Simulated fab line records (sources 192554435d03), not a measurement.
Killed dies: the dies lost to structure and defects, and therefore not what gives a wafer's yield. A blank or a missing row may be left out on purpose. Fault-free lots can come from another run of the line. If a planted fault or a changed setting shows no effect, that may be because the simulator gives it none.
What tool caused it? | flow n5-finfet | 36 wafers from 12 lots sampled at 2 of the route's 1938 steps

WHAT THE GAUGES READ, wafer by wafer
N5_BEOL_M13_INSPECT_30: inspects for defects (macro).
lot  | measured     | on                | raw-defect-count
L075 | day 12 23:57 | defect-inspect-02 | 3 2 0
L076 | day 13 08:10 | defect-inspect-01 | 0 3 3
L079 | day 13 21:35 | defect-inspect-02 | 3 0 4
L082 | day 14 10:05 | defect-inspect-01 | 3 3 1
L084 | day 15 05:47 | defect-inspect-02 | 0 1 2
L085 | day 15 12:38 | defect-inspect-02 | 5 0 0
L087 | day 16 05:17 | defect-inspect-02 | 1 5 1
L086 | day 16 14:20 | defect-inspect-01 | 3 3 2
L093 | day 17 13:53 | defect-inspect-01 | 1 2 2
L094 | day 18 11:00 | defect-inspect-01 | 3 3 1
L096 | day 18 18:19 | defect-inspect-01 | 1 2 1
L095 | day 19 18:31 | defect-inspect-02 | 5 4 1

EACH LOT AND THE TOOL THAT RAN IT (in order: tool; ch and the chambers of the sampled wafers; start)
lot  | N5_BEOL_M12_PRE_CLEAN_42
L075 | pvd-sputter-01, day 12 19:48
L076 | pvd-sputter-01, day 13 04:49
L079 | pvd-sputter-03, day 13 18:50
L082 | pvd-sputter-02, day 14 06:48
L084 | pvd-sputter-02, day 15 02:23
L085 | pvd-sputter-03, day 15 09:48
L087 | pvd-sputter-01, day 16 02:28
L086 | pvd-sputter-02, day 16 11:31
L093 | pvd-sputter-03, day 17 10:32
L094 | pvd-sputter-02, day 18 08:19
L096 | pvd-sputter-03, day 18 15:16
L095 | pvd-sputter-02, day 19 15:34
- N5_BEOL_M12_PRE_CLEAN_42: time 30 s.

THE ANSWER, worked out from the rows above alone
Rule: the lots themselves supply what counts as usual. The widest of any qualifying gaps counts: lots, ordered by their means at a reading, are off when they make up no more than a third of the lots, leave a main group of 4 or more, and stand apart from it by 3 or more times the standard deviation of that group's means. Not used: any main group whose means are identical at the precision the tables above print for the reading. A lot without any number at a reading at which 4 lots or more have one is off too. Where the step has rows for the other lots, those lots are counted as sound.
No lot is off at any reading shown: from this, nothing can be told.

WHAT THE SIMULATOR HAD PUT IN
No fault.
